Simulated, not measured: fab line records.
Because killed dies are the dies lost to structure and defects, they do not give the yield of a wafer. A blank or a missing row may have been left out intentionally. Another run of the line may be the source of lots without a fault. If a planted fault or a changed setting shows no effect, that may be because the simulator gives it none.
Matching of chambers -- flow nand-harc -- NHARC_A_DECK1_JOINT_CMP_13 on cmp-04: 4 sister chambers
The step polishes, target thk 51.023 nm. 4 wafers are shown with their chamber, then 7 later ones without.

## EACH WAFER AND ITS CHAMBER
wafer,chamber,motor-current-A (A)
L078.3,3,11.7
L083.3,2,14.5
L087.1,0,12.3
L087.4,1,12.2

## WAFERS WITH NO CHAMBER GIVEN
wafer,motor-current-A (A)
L087.5,12.0
L088.2,11.7
L088.3,12.8
L088.6,11.8
L090.1,12.0
L090.3,12.1
L090.5,11.7

## WHICH CHAMBER EACH WENT THROUGH
wafer,from the rows above,in truth
L087.5,can't be placed: 1 or 0 or 3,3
L088.2,3,3
L088.3,can't be placed: 0 or 1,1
L088.6,can't be placed: 3 or 1 or 0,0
L090.1,can't be placed: 1 or 0 or 3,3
L090.3,can't be placed: 1 or 0 or 3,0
L090.5,3,3
2 of 7 placed correctly. Unplaceable from these rows: 5, with the true chamber sitting among the candidates in 5. 0 placed wrongly.
How it was worked out, from the rows above alone: a wafer's distance from a chamber is the root of the sum, over the readings, of the square of ((its reading less the chamber's mean) divided by the reading's scatter). If the next closest chamber is less than 2 further off than the closest, the wafer can't be placed; otherwise it belongs to the closest. A chamber's mean is the mean of its shown wafers. The scatter (one wafer shown for each chamber): square how far every hidden wafer sits from the nearest shown wafer, average those squares and take the square root.
